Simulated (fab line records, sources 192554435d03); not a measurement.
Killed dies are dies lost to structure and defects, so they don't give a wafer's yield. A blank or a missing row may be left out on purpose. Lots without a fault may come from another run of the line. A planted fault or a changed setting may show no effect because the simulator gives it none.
Which tool did it? | flow n5_finfet | 14 lots, 42 wafers sampled, at 6 steps of a route of 1938

WHAT THE GAUGES READ, wafer by wafer
N5_BEOL_M1_RS_MEAS_58: measures by four-point-probe.
lot  | measured     | on            | M1_RS (ohm/sq)
L935 | day 6 16:06  | film_metro-01 | 0.66 0.63 0.63
L936 | day 6 23:47  | film_metro-01 | 0.76 0.62 0.67
L937 | day 7 04:13  | film_metro-01 | 0.67 0.65 0.64
L938 | day 7 06:55  | film_metro-01 | 0.71 0.68 0.69
L940 | day 7 17:40  | film_metro-02 | 0.70 0.65 0.65
L942 | day 8 08:45  | film_metro-02 | 0.66 0.62 0.62
L949 | day 10 04:17 | film_metro-02 | 0.70 0.69 0.65
L950 | day 10 08:29 | film_metro-01 | 0.65 0.62 0.67
L951 | day 10 11:28 | film_metro-02 | 0.71 0.61 0.64
L953 | day 11 02:02 | film_metro-02 | 0.62 0.63 0.60
L954 | day 11 08:06 | film_metro-01 | 0.69 0.65 0.63
L956 | day 12 01:35 | film_metro-02 | 0.68 0.60 0.65
L957 | day 12 06:16 | film_metro-02 | 0.68 0.66 0.69
L958 | day 12 11:19 | film_metro-02 | 0.66 0.62 0.61

N5_BEOL_M2_CD_MEAS_18: pitch 36 nm, target cd 18 nm.
lot  | measured     | on        | cd_nm (nm)
L935 | day 6 17:53  | cd_sem-01 | 17.93 18.10 18.35
L936 | day 7 01:34  | cd_sem-02 | 18.17 18.16 18.38
L937 | day 7 06:26  | cd_sem-01 | 17.89 17.90 18.10
L938 | day 7 11:26  | cd_sem-01 | - - -
L940 | day 7 20:34  | cd_sem-01 | - - -
L942 | day 8 12:46  | cd_sem-03 | 18.13 18.23 17.86
L949 | day 10 06:38 | cd_sem-03 | 17.93 18.41 17.28
L950 | day 10 11:32 | cd_sem-01 | 18.06 17.80 18.14
L951 | day 10 13:18 | cd_sem-03 | 17.78 18.01 17.73
L953 | day 11 03:41 | cd_sem-01 | 18.91 18.72 18.08
L954 | day 11 10:42 | cd_sem-03 | 18.09 17.94 18.04
L956 | day 12 03:17 | cd_sem-01 | 18.45 18.32 18.21
L957 | day 12 07:49 | cd_sem-02 | 17.77 17.82 17.64
L958 | day 12 15:06 | cd_sem-01 | 17.88 17.62 17.53

N5_BEOL_M4_RC_MEAS_101.
lot  | measured     | on        | DIBL_N (mV/V)  | DIBL_P (mV/V)  | IOFF_N (nA/um)    | IOFF_P (nA/um) | ION_N (uA/um) | ION_P (uA/um) | SS_N (mV/dec)  | SS_P (mV/dec)  | VT_N (mV)         | VT_P (mV)
L935 | day 7 23:47  | prober-02 | 34.1 34.6 33.9 | 33.9 33.9 33.5 | 0.133 0.134 0.132 | 0.19 0.19 0.19 | 656 662 662   | 460 461 458   | 71.0 71.0 71.2 | 72.6 72.5 71.9 | 250.9 250.6 251.0 | -253 -251 -251
L936 | day 8 03:09  | prober-01 | 37.2 38.6 37.5 | 36.9 38.1 36.5 | 0.157 0.177 0.162 | 0.24 0.26 0.23 | 676 668 657   | 464 462 459   | 71.4 71.9 71.5 | 73.3 73.2 73.3 | 248.2 253.6 249.9 | -248 -247 -248
L937 | day 8 08:09  | prober-02 | 39.1 37.0 38.7 | 37.5 35.0 37.1 | 0.180 0.145 0.173 | 0.20 0.17 0.19 | 663 666 667   | 450 451 459   | 72.1 71.4 71.7 | 74.1 73.2 73.4 | 247.2 251.9 249.3 | -253 -254 -253
L942 | day 10 07:44 | prober-02 | 36.9 35.0 33.3 | 35.8 32.7 30.2 | 0.173 0.126 0.109 | 0.23 0.18 0.15 | 685 672 667   | 470 463 459   | 71.2 71.3 70.4 | 73.4 73.2 71.5 | 246.9 252.6 251.0 | -246 -253 -253
L949 | day 12 03:29 | prober-01 | 34.0 36.8 38.0 | 32.8 36.6 38.7 | 0.113 0.164 0.192 | 0.14 0.19 0.22 | 661 675 672   | 452 455 452   | 70.9 72.1 72.7 | 72.7 72.6 73.5 | 255.3 250.1 247.2 | -260 -254 -254
L950 | day 12 19:08 | prober-01 | 35.9 34.9 35.6 | 36.6 36.3 36.3 | 0.159 0.158 0.160 | 0.20 0.21 0.20 | 665 678 676   | 456 465 460   | 72.0 70.8 71.3 | 73.6 73.4 73.5 | 249.8 247.3 253.7 | -255 -250 -251
L951 | day 12 18:56 | prober-02 | 33.1 35.5 35.6 | 33.4 35.7 35.9 | 0.123 0.154 0.161 | 0.19 0.22 0.23 | 674 674 662   | 468 465 465   | 70.9 71.4 71.3 | 72.5 73.0 72.5 | 250.5 248.8 248.0 | -251 -247 -248
L953 | day 12 23:16 | prober-01 | 35.4 38.2 38.8 | 35.9 39.0 39.3 | 0.148 0.212 0.219 | 0.21 0.28 0.29 | 682 695 686   | 465 480 467   | 70.6 71.5 71.9 | 73.6 73.9 73.8 | 249.6 244.6 246.8 | -249 -244 -241
L954 | day 13 00:23 | prober-01 | 35.8 36.6 36.8 | 34.6 36.0 36.4 | 0.141 0.164 0.162 | 0.18 0.19 0.20 | 670 681 674   | 459 462 466   | 71.2 71.5 72.1 | 71.9 72.6 73.2 | 251.1 250.5 250.2 | -251 -250 -251
L956 | day 13 09:31 | prober-02 | 36.4 37.1 34.9 | 36.2 37.2 35.0 | 0.147 0.164 0.129 | 0.24 0.26 0.23 | 668 676 668   | 468 473 471   | 71.5 72.2 71.3 | 73.6 72.9 73.0 | 252.1 247.9 251.7 | -247 -245 -245
L957 | day 13 12:50 | prober-01 | 35.1 36.8 36.6 | 33.8 36.1 35.9 | 0.138 0.174 0.166 | 0.20 0.25 0.23 | 674 677 688   | 470 461 474   | 71.1 72.0 71.8 | 72.7 73.0 73.3 | 249.0 248.0 248.0 | -247 -247 -248
L958 | day 14 10:36 | prober-02 | 36.9 37.7 37.4 | 35.3 36.1 35.3 | 0.148 0.170 0.148 | 0.20 0.21 0.19 | 680 679 672   | 458 459 461   | 70.7 72.0 71.9 | 72.9 73.4 72.2 | 251.6 249.5 249.1 | -250 -251 -251

WHICH TOOL RAN EACH LOT (tool, then ch and the chambers of the sampled wafers, then the start)
lot  | N5_BEOL_M2_PECVD_72             | N5_BEOL_M2_ETCH_64                 | N5_BEOL_M2_HM_OPEN_17
L935 | pecvd-03 ch 1,2, day 6 16:16    | rie_diel-01 ch 0,1, day 6 17:31    | rie_metal-02 ch 0,1, day 6 17:43
L936 | pecvd-01 ch 1,2, day 6 23:58    | rie_diel-02 ch 1,3, day 7 01:13    | rie_metal-01 ch 0,1, day 7 01:23
L937 | pecvd-03 ch 0,1,2, day 7 04:23  | rie_diel-01 ch 0,1,2, day 7 06:04  | rie_metal-02 ch 0,1, day 7 06:15
L938 | pecvd-03 ch 0,1, day 7 07:05    | rie_diel-02 ch 1,2,3, day 7 11:05  | rie_metal-01 ch 0,1, day 7 11:16
L940 | pecvd-03 ch 0,1, day 7 17:49    | rie_diel-06 ch 0,2,3, day 7 20:12  | rie_metal-03 ch 0,1, day 7 20:23
L942 | pecvd-01 ch 0,1, day 8 08:56    | rie_diel-06 ch 0,1,2, day 8 12:20  | rie_metal-03 ch 0,1, day 8 12:30
L949 | pecvd-03 ch 0,1, day 10 04:27   | rie_diel-06 ch 0,2,3, day 10 06:02 | rie_metal-02 ch 0,1, day 10 06:13
L950 | pecvd-03 ch 0,1, day 10 08:42   | rie_diel-06 ch 0,3, day 10 11:11   | rie_metal-02 ch 0,1, day 10 11:22
L951 | pecvd-01 ch 0,1,2, day 10 11:37 | rie_diel-01 ch 1,2,3, day 10 12:57 | rie_metal-03 ch 0,1, day 10 13:07
L953 | pecvd-03 ch 0,1,2, day 11 02:14 | rie_diel-02 ch 0,1,3, day 11 03:21 | rie_metal-03 ch 0,1, day 11 03:31
L954 | pecvd-02 ch 0,1, day 11 08:17   | rie_diel-01 ch 1,2, day 11 10:20   | rie_metal-01 ch 0,1, day 11 10:31
L956 | pecvd-02 ch 0,2, day 12 01:46   | rie_diel-02 ch 0,1,3, day 12 02:55 | rie_metal-01 ch 0,1, day 12 03:05
L957 | pecvd-01 ch 0,1,2, day 12 06:27 | rie_diel-01 ch 0,1,2, day 12 07:28 | rie_metal-02 ch 0,1, day 12 07:38
L958 | pecvd-02 ch 0,1, day 12 11:29   | rie_diel-06 ch 1,2,3, day 12 14:41 | rie_metal-03 ch 0,1, day 12 14:52
- N5_BEOL_M2_PECVD_72: deposits SiO2 from TEOS/O2, target thk 16 nm, time 18 s.
- N5_BEOL_M2_ETCH_64: etches SOC in N2/H2, target depth 75 nm, overetch 22.5 nm, time 121.9 s.
- N5_BEOL_M2_HM_OPEN_17: chemistry Cl2/BCl3, target TiN, target depth 20 nm, overetch 6 nm.

WHAT THE TOOLS THEMSELVES READ (means of the sampled wafers that have a number; where no wafer has one, the mark that the record gives instead)
N5_BEOL_M2_PECVD_72.
lot  | tool     | heater_power_outer_w (W) | heater_power_w (W) | showerhead_plenum_p_Torr (Torr) | showerhead_vpp_V (V) | throttle_valve_pct (%)
L935 | pecvd-03 | 474                      | 785                | 8.75                            | 1371                 | 21.8
L936 | pecvd-01 | 351                      | 629                | 8.71                            | 1314                 | 22.3
L937 | pecvd-03 | 386                      | 659                | 8.79                            | 1377                 | 22.2
L938 | pecvd-03 | 398                      | 669                | 8.78                            | 1372                 | 22.7
L940 | pecvd-03 | 405                      | 675                | 8.78                            | 1378                 | 22.6
L942 | pecvd-01 | 385                      | 651                | 8.62                            | 1260                 | 22.3
L949 | pecvd-03 | 439                      | 752                | 8.78                            | 1381                 | 22.4
L950 | pecvd-03 | 458                      | 758                | 8.77                            | 1382                 | 22.4
L951 | pecvd-01 | 427                      | 721                | 8.67                            | 1284                 | 22.5
L953 | pecvd-03 | 473                      | 764                | 8.76                            | 1382                 | 21.8
L954 | pecvd-02 | 463                      | 812                | 8.77                            | 1342                 | 22.8
L956 | pecvd-02 | 474                      | 770                | 8.76                            | 1291                 | 22.5
L957 | pecvd-01 | 423                      | 732                | 8.67                            | 1277                 | 21.7
L958 | pecvd-02 | 489                      | 829                | 8.76                            | 1305                 | 22.9

N5_BEOL_M2_ETCH_64.
lot  | tool        | drypump_motor_current_A (A) | oes_product_au (a.u.) | rf_vpp_V (V) | showerhead_plenum_p_Torr (Torr) | throttle_valve_pct (%)
L935 | rie_diel-01 | 5.2                         | 0.58                  | 521          | 2.45                            | 17.98
L936 | rie_diel-02 | 5.5                         | 0.61                  | 527          | 2.64                            | 17.94
L937 | rie_diel-01 | 5.1                         | 0.57                  | 519          | 2.40                            | 17.99
L938 | rie_diel-02 | 5.5                         | 0.57                  | 525          | 2.58                            | 17.92
L940 | rie_diel-06 | 5.9                         | 0.62                  | 525          | 2.57                            | 17.79
L942 | rie_diel-06 | 5.9                         | 0.63                  | 527          | 2.64                            | 17.89
L949 | rie_diel-06 | 5.9                         | 0.60                  | 524          | 2.56                            | 17.81
L950 | rie_diel-06 | 5.8                         | 0.63                  | 526          | 2.61                            | 17.68
L951 | rie_diel-01 | 5.3                         | 0.61                  | 521          | 2.45                            | 17.96
L953 | rie_diel-02 | 5.7                         | 0.57                  | 526          | 2.61                            | 17.98
L954 | rie_diel-01 | 5.0                         | 0.55                  | 518          | 2.36                            | 18.09
L956 | rie_diel-02 | 5.7                         | 0.57                  | 526          | 2.61                            | 17.98
L957 | rie_diel-01 | 5.1                         | 0.61                  | 523          | 2.49                            | 17.92
L958 | rie_diel-06 | 6.2                         | 0.61                  | 524          | 2.56                            | 17.91

N5_BEOL_M2_HM_OPEN_17.
lot  | tool         | bcl3_flow_sccm (sccm) | bias_w (W) | drypump_motor_current_A (A) | oes_ar_750_au (a.u.) | oes_product_au (a.u.) | throttle_valve_pct (%)
L935 | rie_metal-02 | 21.75                 | 125.8      | 5.92                        | 0.72                 | 0.61                  | 22.2
L936 | rie_metal-01 | 21.74                 | 126.1      | 5.87                        | 0.80                 | 0.68                  | 22.1
L937 | rie_metal-02 | 21.83                 | 126.2      | 6.00                        | 0.81                 | 0.71                  | 22.0
L938 | rie_metal-01 | -                     | -          | -                           | -                    | -                     | -
L940 | rie_metal-03 | -                     | -          | -                           | -                    | -                     | -
L942 | rie_metal-03 | 21.77                 | 126.2      | 5.75                        | 0.84                 | 0.73                  | 21.9
L949 | rie_metal-02 | 21.79                 | 126.1      | 5.90                        | 0.96                 | 0.81                  | 21.9
L950 | rie_metal-02 | 21.76                 | 125.9      | 5.91                        | 0.95                 | 0.81                  | 21.9
L951 | rie_metal-03 | 21.68                 | 125.7      | 5.66                        | 0.82                 | 0.70                  | 22.2
L953 | rie_metal-03 | 21.81                 | 126.2      | 5.66                        | 0.81                 | 0.69                  | 22.2
L954 | rie_metal-01 | 21.85                 | 125.6      | 5.76                        | 0.71                 | 0.60                  | 22.3
L956 | rie_metal-01 | 21.75                 | 125.6      | 5.75                        | 0.71                 | 0.60                  | 22.3
L957 | rie_metal-02 | 21.71                 | 125.8      | 5.97                        | 0.88                 | 0.76                  | 22.0
L958 | rie_metal-03 | 21.76                 | 125.9      | 5.76                        | 0.80                 | 0.70                  | 21.9

THE ANSWER, worked out from the rows above alone
Rule: what is usual is taken from the lots themselves. Put in order of their means at a reading, lots are off if they are a third of the lots or fewer, leave a main group of 4 or more, and stand apart from it by a gap of 3 or more times the standard deviation of the main group's means; of several such gaps the widest counts. A main group whose means are all the same, to the digits that the tables above print for the reading, isn't used. A lot without any number at a reading at which 4 lots or more have one is off too. The other lots that the step has rows for count as sound. The gauges are gone through in route order, then the tools' own readings, and for those a lot's mean is taken as printed above. The first step at which some lot is off is used, and at that step the reading that is off furthest; a lot without a number counts as furthest.
Off: L938, L940, at N5_BEOL_M2_CD_MEAS_18 (cd_nm). Without a number there: L938, L940. The main group: mean 18.04 nm, standard deviation 0.24.
A tool fits if, at a process step before that reading, it ran every lot that is off, and no sound lot after the first of them. The gauges at N5_BEOL_M2_CD_MEAS_18 aren't tried: what is off there is off at N5_BEOL_M2_HM_OPEN_17 too, on other tools, and a gauge's error can't cause that. None of those tried fits.

WHAT THE SIMULATOR HAD PUT IN
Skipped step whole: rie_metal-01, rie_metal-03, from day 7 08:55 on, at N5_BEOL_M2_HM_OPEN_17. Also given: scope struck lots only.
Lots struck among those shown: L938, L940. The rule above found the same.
